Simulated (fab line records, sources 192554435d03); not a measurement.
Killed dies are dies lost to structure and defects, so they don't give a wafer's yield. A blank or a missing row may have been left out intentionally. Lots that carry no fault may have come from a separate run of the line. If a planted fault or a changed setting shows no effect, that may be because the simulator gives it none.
Which tool is to blame?	flow n5 finfet	Sampling: 24 lots, 72 wafers, 2 of 1938 route steps

## WHAT EACH GAUGE READ, for each wafer
N5_FIN_SAQP_INSPECT_18: inspects for defects (brightfield). Usual: raw defect count 417, standard deviation 100.
lot	measured	on	raw defect count	flag
L074	day 1 21:18	defect inspect-02	287 555 430	
L075	day 2 09:24	defect inspect-02	378 375 618	
L076	day 2 09:58	defect inspect-02	401 360 386	
L077	day 2 17:34	defect inspect-02	418 340 511	
L078	day 2 22:32	defect inspect-02	471 402 410	
L079	day 3 03:32	defect inspect-02	441 406 362	
L080	day 3 10:08	defect inspect-01	583 432 433	
L081	day 3 15:44	defect inspect-01	402 432 524	
L082	day 3 21:23	defect inspect-01	296 296 345	
L083	day 4 03:49	defect inspect-01	605 515 679	
L084	day 4 09:50	defect inspect-01	311 312 357	
L085	day 4 15:28	defect inspect-02	387 364 395	
L086	day 4 23:39	defect inspect-02	290 371 309	
L087	day 5 04:40	defect inspect-01	258 334 235	
L088	day 5 11:29	defect inspect-02	673 419 449	
L089	day 5 17:11	defect inspect-02	506 502 396	
L090	day 5 21:35	defect inspect-01	415 390 465	
L091	day 6 03:29	defect inspect-01	367 337 365	
L092	day 6 11:13	defect inspect-02	314 312 313	
L093	day 6 16:02	defect inspect-01	334 349 348	
L094	day 6 22:19	defect inspect-01	419 559 594	
L095	day 7 03:37	defect inspect-01	437 474 514	
L096	day 7 09:49	defect inspect-02	345 413 353	
L097	day 7 18:40	defect inspect-02	447 479 336	

## EACH LOT AND THE TOOL THAT RAN IT (in order: tool; ch and the chambers of the sampled wafers; start)
lot	N5_PMOS_HMC_CHANNEL_EPI_EPI_26
L074	epi rpcvd-02 ch 0, day 1 19:33
L075	epi rpcvd-04 ch 0, day 2 07:42
L076	epi rpcvd-03 ch 0, day 2 08:10
L077	epi rpcvd-03 ch 0, day 2 14:22
L078	epi rpcvd-03 ch 0, day 2 19:34
L079	epi rpcvd-04 ch 0, day 3 01:53
L080	epi rpcvd-02 ch 0, day 3 07:31
L081	epi rpcvd-04 ch 0, day 3 14:03
L082	epi rpcvd-04 ch 0, day 3 19:25
L083	epi rpcvd-02 ch 0, day 4 02:02
L084	epi rpcvd-02 ch 0, day 4 08:00
L085	epi rpcvd-03 ch 0, day 4 13:46
L086	epi rpcvd-02 ch 0, day 4 21:28
L087	epi rpcvd-02 ch 0, day 5 02:38
L088	epi rpcvd-04 ch 0, day 5 09:49
L089	epi rpcvd-03 ch 0, day 5 15:35
L090	epi rpcvd-02 ch 0, day 5 19:50
L091	epi rpcvd-02 ch 0, day 6 01:37
L092	epi rpcvd-02 ch 0, day 6 09:28
L093	epi rpcvd-02 ch 0, day 6 13:54
L094	epi rpcvd-04 ch 0, day 6 20:17
L095	epi rpcvd-03 ch 0, day 7 01:57
L096	epi rpcvd-02 ch 0, day 7 07:59
L097	epi rpcvd-02 ch 0, day 7 16:58
- N5_PMOS_HMC_CHANNEL_EPI_EPI_26: deposits Si from SiH4/H2, target thk 3.8 nm, time 22.7 s.

## AS READ BY THE TOOLS THEMSELVES (means over the sampled wafers that have a number; for cases with no such wafer, the mark the record gives instead)
N5_PMOS_HMC_CHANNEL_EPI_EPI_26. Usual: throttle valve pct 11.1 %, standard deviation 0.39.
lot	tool	throttle valve pct (%)	flag
L074	epi rpcvd-02	10.8	
L075	epi rpcvd-04	11.6	
L076	epi rpcvd-03	11.1	
L077	epi rpcvd-03	11.3	
L078	epi rpcvd-03	11.1	
L079	epi rpcvd-04	11.5	
L080	epi rpcvd-02	10.7	
L081	epi rpcvd-04	11.7	
L082	epi rpcvd-04	11.5	
L083	epi rpcvd-02	10.8	
L084	epi rpcvd-02	10.8	
L085	epi rpcvd-03	11.4	
L086	epi rpcvd-02	10.7	
L087	epi rpcvd-02	10.6	
L088	epi rpcvd-04	11.5	
L089	epi rpcvd-03	11.3	
L090	epi rpcvd-02	10.7	
L091	epi rpcvd-02	10.8	
L092	epi rpcvd-02	10.5	
L093	epi rpcvd-02	10.7	
L094	epi rpcvd-04	11.5	
L095	epi rpcvd-03	11.3	
L096	epi rpcvd-02	10.7	
L097	epi rpcvd-02	10.8	

## THE ANSWER, worked out from the rows above alone
Rule: lot off if the mean of its wafers having a number is beyond 3 standard deviations from the usual mean. Also off: a lot with no number at a reading for which 4 or more lots have one. All remaining lots with rows at the step are treated as sound. First the gauges in route order, then the tools' own readings, where a lot's mean is used as printed above. The first step at which some lot is off is used, and at that step the reading that is off furthest; a lot without a number counts as furthest.
Nothing can be told from this: no lot is off at any reading shown.

## WHAT WAS PUT IN BY THE SIMULATOR
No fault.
